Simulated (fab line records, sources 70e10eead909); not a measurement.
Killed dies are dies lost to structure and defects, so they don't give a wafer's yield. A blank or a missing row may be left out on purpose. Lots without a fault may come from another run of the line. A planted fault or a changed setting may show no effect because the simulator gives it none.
fab line records | flow nand_harc
record lots=6 wafers=18 last_day=32
route steps=1302 shown A_SLIT@945 A_SIN_REMOVE@947 A_WL_FILL@952 END@1302
lots that met no fault: from a run of the same line without faults
start_h: hours from the record's first day to the start of the lot's first wafer shown | wait_h: hours since the lot's step before | " the same as in the row above | L1.1+2: a row that stands for several wafers | - no value, or no start given | * or withheld: withheld | < > ~ a bound
route shown NAME@n: a module of which the file shows steps, and the number in the route of the first | usual: mean/standard deviation of fault-free wafers | same: alike in all rows | chamber/n: place in a boat | sites: the reading at each site | _std_site: their standard deviation | _edge_site: outer sites' mean less inner sites' | radius_mm: how far each site lies from the wafer's centre | mask NAME#n: copy n | behind: the tool/chamber that last shaped the wafer | hold: why the lot was held/for how many hours/how that ended | device: the transistor (n, p or np) that didn't switch | end of line: the same wafers' tests at the end of the route | a step without rows: its recipe alone | killed: dies lost to structure and defects at the first sort, not the wafer's yield | map: a wafer's dies, x killed, . not, _ none there
set.NAME: the setting as run; set.NAME@STEP: as run at that earlier step | model.NAME: the simulator's own value behind a step, which no gauge read
lots at some steps of the route; a table a step, a row a wafer
services: from which hour (start_h, from the record's first day; less than 0 if before it) a tool's chamber was out of use, for how many hours, and why
## steps
# step NHARC_A_SLIT_SRD_20
# step NHARC_A_SLIT_CD_MEAS_21
# usual cd_nm=289.2/1
# columns lot.wafer tool chamber start_h wait_h cd_nm
L977.1 cd_sem-01 - 466.74 - 289.1
L977.4 " - " " 288.8
L977.5 " - " " 289.5
L985.1 cd_sem-02 - 541.31 0.1 289.9
L985.2 " - " " 290.2
L985.6 " - " " 290.2
L989.1 cd_sem-01 - 598.71 - 290.0
L989.3 " - " " 290.4
L989.6 " - " " 290.3
L990.2 cd_sem-01 - 599.54 - 288.8
L990.3 " - " " 289.5
L990.4 " - " " 288.7
L994.3 cd_sem-03 - 642.20 - 289.7
L994.5 " - " " 289.8
L994.6 " - " " 290.0
L998.1 cd_sem-02 - 667.59 - 289.1
L998.2 " - " " 288.8
L998.3 " - " " 288.6
# step NHARC_A_SIN_REMOVE_WET_00
# recipe temp_c=160 time_s=15300 chemistry=H3PO4
# step NHARC_A_SIN_REMOVE_PRECLEAN_01
# recipe time_s=* temp_c=50 bath_age_min=0 chemistry=SC1
# step NHARC_A_SIN_REMOVE_SRD_02
# step NHARC_A_SIN_REMOVE_INSPECT_04
# usual raw_defect_count=387/88
# columns lot.wafer tool chamber start_h wait_h raw_defect_count
L977.1 defect_inspect-02 - 473.31 0.0 396
L977.4 " - " " 360
L977.5 " - " " 408
L985.1 defect_inspect-02 - 547.94 0.0 400
L985.2 " - " " 368
L985.6 " - " " 338
L990.2 defect_inspect-01 - 605.35 0.0 342
L990.3 " - " " 384
L990.4 " - " " 374
L989.1 defect_inspect-02 - 605.36 0.0 319
L989.3 " - " " 483
L989.6 " - " " 379
L994.3 defect_inspect-02 - 648.81 0.0 534
L994.5 " - " " 333
L994.6 " - " " 381
L998.1 defect_inspect-01 - 674.23 0.0 291
L998.2 " - " " 242
L998.3 " - " " 291
# step NHARC_A_WL_FILL_ALD_00
# recipe target_thk_a=30 pulse_time_s=3 ald_cycles=30 temp_c=300 material=Al2O3
# usual heater_power_outer_w=276/26 heater_power_w=484/34 precursor_pulse_height_rel=1.002/0.02
# columns lot.wafer tool chamber start_h wait_h heater_power_outer_w heater_power_w precursor_pulse_height_rel
L977.4 ald_hk-03 1 473.38 0.1 278 472 1.004
L977.1 " 3 " " 266 518 1.002
L977.5 " 1 " " 279 476 1.013
L985.2 ald_hk-02 2 548.00 0.1 326 558 0.974
L985.1 " 1 " " 276 493 0.989
L985.6 " 2 " " 329 550 1.009
L990.4 ald_hk-03 3 605.41 0.1 249 488 1.019
L990.2 " 1 " " 275 463 1.032
L990.3 " 2 " " 239 449 1.007
L989.1 ald_hk-03 0 605.57 0.2 291 480 1.053
L989.3 " 2 " " 238 453 0.979
L989.6 " 0 " " 273 507 0.961
L994.3 ald_hk-03 2 648.96 0.1 233 449 1.021
L994.6 " 3 " " 251 486 0.977
L994.5 " 0 " " 283 485 0.977
L998.1 ald_hk-02 2 674.30 0.1 331 551 0.968
L998.3 " 3 " " 259 441 1.003
L998.2 " 0 " " 309 527 1.002
# step NHARC_A_WL_FILL_RTA_01
# recipe temp_c=1000 time_s=5
# usual lamp_power_pct=34.0/0.77 wafer_temp_C_max=1005.4/1.8
# columns lot.wafer tool chamber start_h wait_h lamp_power_pct wafer_temp_C_max
L977.1 rtp_anneal-02 0 473.64 - 34.4 1003.9
L977.4 " 0 " " 34.4 1005.4
L977.5 " 0 " " 34.4 1009.1
L985.1 rtp_anneal-01 0 548.26 - 32.7 1002.0
L985.2 " 0 " " 32.6 1003.1
L985.6 " 0 " " 32.7 1002.1
L990.2 rtp_anneal-01 0 605.70 - 32.7 1003.5
L990.3 " 0 " " 32.6 1003.5
L990.4 " 0 " " 32.7 1003.6
L989.1 rtp_anneal-02 0 605.85 - 34.4 1005.6
L989.3 " 0 " " 34.5 1005.2
L989.6 " 0 " " 34.4 1003.8
L994.3 rtp_anneal-02 0 649.19 - 34.5 1006.5
L994.5 " 0 " " 34.4 1008.0
L994.6 " 0 " " 34.5 1008.6
L998.1 rtp_anneal-01 0 674.56 - 32.7 1002.6
L998.2 " 0 " " 32.7 1001.9
L998.3 " 0 " " 32.7 1002.7
# step NHARC_A_WL_FILL_ALD_02
# recipe target_thk_a=20 pulse_time_s=3 ald_cycles=100 temp_c=450 material=TiN
# usual heater_power_outer_w=668/82 heater_power_w=1022/120 precursor_pulse_height_rel=1.000/0.019
# columns lot.wafer tool chamber start_h wait_h heater_power_outer_w heater_power_w precursor_pulse_height_rel
L977.1 ald_metal-03 1 473.85 0.2 502 829 1.009
L977.4 " 1 " " 511 812 0.997
L977.5 " 2 " " 681 1109 1.004
L985.1 ald_metal-03 3 548.48 0.2 661 995 0.989
L985.2 " 2 " " 672 1096 0.968
L985.6 " 3 " " 654 1013 0.994
L990.2 ald_metal-03 0 605.92 0.2 703 1016 1.029
L990.4 " 1 " " 527 835 1.006
L990.3 " 2 " " 692 1128 1.031
L989.1 ald_metal-04 2 606.10 0.2 793 1262 0.965
L989.3 " 3 " " 615 1023 0.977
L989.6 " 2 " " 814 1248 1.038
L994.3 ald_metal-01 1 649.40 0.2 628 984 1.001
L994.5 " 0 " " 783 1125 0.995
L994.6 " 1 " " 645 972 1.000
L998.2 ald_metal-01 3 674.77 0.2 568 935 1.035
L998.3 " 0 " " 780 1130 1.027
L998.1 " 1 " " 627 963 0.997
# step NHARC_A_WL_FILL_CVD_03
# recipe target_thk_a=400 temp_c=300 pressure_torr=40 wf6_flow_sccm=40 h2_flow_sccm=1600 ar_flow_sccm=1560 time_s=279 material=W
# usual heater_power_outer_w=277/34 heater_power_w=498/64 mfc_ar_sccm=1560/4.3 throttle_valve_pct=8.0/0.33
# columns lot.wafer tool chamber start_h wait_h heater_power_outer_w heater_power_w mfc_ar_sccm throttle_valve_pct
L977.1 cvd_w-02 1 474.53 0.2 246 447 1561 8.8
L977.4 " 0 " " 250 463 1555 7.7
L977.5 " 0 " " 251 456 1554 7.6
L985.1 cvd_w-02 0 548.91 0.1 254 441 1558 7.7
L985.2 " 1 " " 258 450 1560 8.6
L985.6 " 1 " " 253 455 1560 8.5
L990.2 cvd_w-02 0 606.37 0.1 251 442 1560 7.9
L990.4 " 1 " " 248 453 1563 8.8
L990.3 " 0 " " 250 440 1556 7.8
L989.1 cvd_w-02 1 606.68 0.2 248 439 1561 8.4
L989.3 " 0 " " 254 458 1566 7.5
L989.6 " 1 " " 258 461 1567 8.6
L994.3 cvd_w-02 1 649.90 0.2 252 447 1561 8.3
L994.5 " 1 " " 252 450 1566 7.9
L994.6 " 0 " " 244 438 1557 7.7
L998.2 cvd_w-02 1 675.21 0.1 252 453 1565 8.3
L998.1 " 0 " " 252 449 1553 8.0
L998.3 " 0 " " 246 435 1553 7.8
# step NHARC_A_WL_FILL_ETCHBACK_04
# recipe target_depth_a=600 time_s=120 chemistry=NF3
# usual drypump_motor_current_A=5.79/0.25 oes_product_au=1.003/0.0076 run_length_s=141.0/0.49
# columns lot.wafer tool chamber start_h wait_h drypump_motor_current_A oes_product_au rf_hours_counter_h run_length_s
L977.1 rie_metal-01 1 474.86 0.3 5.78 1.013 1.2 141.2
L977.4 " 1 " " 5.76 1.023 - 141.6
L977.5 " 0 " " 5.50 1.013 - 140.7
L985.1 rie_metal-03 0 549.28 0.3 5.82 0.999 0.5 141.5
L985.2 " 1 " " 6.27 0.999 0.5 141.9
L985.6 " 1 " " 6.22 1.012 - 141.2
L990.2 rie_metal-01 1 606.73 0.3 5.78 1.012 0.3 141.7
L990.3 " 0 " " 5.50 0.994 - 120.7
L990.4 " 1 " " 5.80 0.987 - 141.6
L989.1 rie_metal-02 0 607.03 0.3 6.01 1.009 2.7 141.2
L989.3 " 1 " " 5.50 0.996 - 140.5
L989.6 " 0 " " 6.00 0.998 - 141.1
L994.3 rie_metal-01 1 650.23 0.3 5.79 0.993 - 121.9
L994.6 " 1 " " 5.80 1.010 - 121.5
L994.5 " 0 " " 5.49 1.000 - 140.4
L998.2 rie_metal-02 1 675.59 0.3 5.53 0.996 0.7 140.4
L998.1 " 0 " " 5.97 1.004 0.7 140.9
L998.3 " 1 " " 5.50 1.004 - 140.1
# step NHARC_A_WL_FILL_ETCHBACK_05
# recipe target_depth_a=220 time_s=60 temp_c=40 chemistry=Cl2/BCl3
# usual drypump_motor_current_A=5.79/0.25 oes_product_au=1.002/0.0065 run_length_s=81.0/0.47
# columns lot.wafer tool chamber start_h wait_h drypump_motor_current_A oes_product_au rf_hours_counter_h run_length_s
L977.1 rie_metal-01 0 475.10 0.2 5.51 1.011 1.3 80.4
L977.4 " 0 " " 5.49 1.006 - 81.0
L977.5 " 0 " " 5.49 0.998 - 80.4
L985.1 rie_metal-03 1 549.52 0.2 6.22 1.008 0.6 81.1
L985.2 " 0 " " 5.81 0.999 0.6 81.2
L985.6 " 0 " " 5.82 1.006 - 81.4
L990.2 rie_metal-01 1 606.94 0.2 5.79 1.005 0.4 81.4
L990.4 " 1 " " 5.80 0.998 - 81.3
L990.3 " 0 " " 5.50 1.017 - 80.7
L989.1 rie_metal-02 1 607.25 0.2 5.52 0.990 2.8 80.2
L989.3 " 0 " " 6.03 1.020 - 80.7
L989.6 " 0 " " 5.98 1.009 - 80.9
L994.3 rie_metal-01 0 650.44 0.2 5.49 0.989 - 80.8
L994.6 " 1 " " 5.80 0.992 - 81.3
L994.5 " 0 " " 5.48 1.003 - 80.5
L998.2 rie_metal-02 1 675.83 0.2 5.55 0.997 0.8 80.6
L998.1 " 0 " " 5.96 1.005 0.8 81.4
L998.3 " 0 " " 5.97 1.005 - 80.8
# step NHARC_END_SORT_01
# recipe temp_c=25
# usual killed_at_array=54/16 killed_at_other=0.6/0.86 killed_at_periphery=3.8/2.6 killed_dies=58/16 killed_open=3.3/1.8 killed_short=2.7/1.7
# same gross_dies=677
# columns lot.wafer tool chamber start_h wait_h killed_at_array killed_at_other killed_at_periphery killed_dies killed_open killed_short
L977.1 prober-02 0 571.19 2.5 88 1 4 93 2 2
L977.4 prober-02 0 573.60 3.4 57 1 5 63 2 1
L977.5 prober-02 0 574.41 3.7 67 1 3 71 2 5
L989.1 prober-02 0 708.66 2.5 52 0 3 55 3 1
L989.3 prober-02 0 710.24 3.1 53 1 4 58 5 3
L989.6 prober-02 0 712.61 4.0 56 0 3 59 6 2
# killed by level:class
L977.1 A_CHANNEL_HOLE_D1:chamber_film_flake=37 A_CHANNEL_HOLE_D2:chamber_film_flake=34 A_CONTACT:chamber_film_flake=4 A_ZERO_WELL:chamber_film_flake=3 A_ONON_D1:geometric_particle:open=2 P_GATE:chamber_film_flake=2 A_DECK1_JOINT:chamber_film_flake=2 A_STAIRCASE:chamber_film_flake=2
L977.4 A_CHANNEL_HOLE_D1:chamber_film_flake=26 A_CHANNEL_HOLE_D2:chamber_film_flake=20 P_GATE:chamber_film_flake=3 P_BONDPAD:chamber_film_flake=2 A_STAIRCASE:chamber_film_flake=2 A_CONTACT:chamber_film_flake=2 A_ONON_D1:geometric_particle:open=1 A_ONON_D2:geometric_particle:short=1
L977.5 A_CHANNEL_HOLE_D1:chamber_film_flake=24 A_CHANNEL_HOLE_D2:chamber_film_flake=23 A_CONTACT:chamber_film_flake=6 A_STAIRCASE:chamber_film_flake=4 A_M0:geometric_particle:short=2 P_BONDPAD:chamber_film_flake=2 P_GATE:geometric_particle:open=1 A_ONON_D1:geometric_particle:short=1
L989.1 A_CHANNEL_HOLE_D1:chamber_film_flake=39 A_CONTACT:chamber_film_flake=4 A_STAIRCASE:chamber_film_flake=2 P_M1:geometric_particle:open=1 A_SOURCE_PLATE:geometric_particle:open=1 A_CHANNEL_FILL_D1:geometric_particle:open=1 A_M1:geometric_particle:short=1 P_ZERO_WELL:chamber_film_flake=1
L989.3 A_CHANNEL_HOLE_D1:chamber_film_flake=33 A_STAIRCASE:chamber_film_flake=4 A_SLIT:chamber_film_flake=3 A_CONTACT:geometric_particle:open=2 P_GATE:chamber_film_flake=2 A_CHANNEL_FILL_D1:chamber_film_flake=2 A_CONTACT:chamber_film_flake=2 P_CONTACT:geometric_particle:open=1
L989.6 A_CHANNEL_HOLE_D1:chamber_film_flake=35 A_SLIT:chamber_film_flake=5 A_CHANNEL_FILL_D2:chamber_film_flake=3 A_BLC:geometric_particle:open=2 A_STAIRCASE:chamber_film_flake=2 A_CONTACT:chamber_film_flake=2 P_GATE:geometric_particle:open=1 P_M0:geometric_particle:open=1
## services
# columns tool chamber start_h hours kind
cvd_w-02 - 450.00 13.0 pm
rie_metal-02 - 454.00 9.0 pm
ald_metal-01 0 472.01 9.5 repair
ald_metal-03 3 472.36 19.2 repair
ald_metal-01 3 490.98 19.6 repair
ald_metal-01 1 491.01 4.1 repair
ald_metal-03 0 511.56 2.6 repair
rie_metal-03 - 519.00 9.0 pm
ald_metal-03 - 521.87 0.5 repair
ald_metal-01 - 526.00 10.0 pm
ald_hk-02 - 529.24 10.0 pm
rie_metal-01 - 534.98 0.8 repair
ald_metal-01 0 559.72 28.3 repair
ald_metal-03 - 568.00 10.0 pm
rie_metal-01 - 575.00 9.0 pm
rie_metal-03 1 585.54 7.8 repair
rie_metal-02 - 588.52 1.9 repair
rie_metal-03 - 623.79 1.5 repair
cvd_w-02 0 624.32 3.1 repair
ald_hk-03 - 629.13 1.2 repair
cvd_w-02 - 631.00 13.0 pm
rie_metal-02 - 631.00 9.0 pm
cvd_w-02 0 652.54 12.4 repair
ald_metal-03 2 673.66 8.9 repair
## key
first_sign step=NHARC_A_WL_FILL_ETCHBACK_04 reading=run_length_s direction=down sigmas=40 usual=* struck=*
effect none on later readings
met_at NHARC_A_WL_FILL_ETCHBACK_04
struck_wafers L990.3,L994.3,L994.6
tester_left_out L990,L994
onset_between 474.86 606.73
fault kind=process_parameter_drift tool=rie_metal-01 chamber=- onset_h=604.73 steps=NHARC_A_WL_FILL_ETCHBACK_04 channel=time_s offset=* shape=step end_h=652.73 scope=struck_wafers_only acts_in=* stated=*
# tester_left_out: of these lots the tester's yield and bins aren't shown, on N5 and GAA mostly nor the transistor test; their killed dies are dies lost to structure and defects alone, not to doping, threshold or leakage, so they don't give the yield
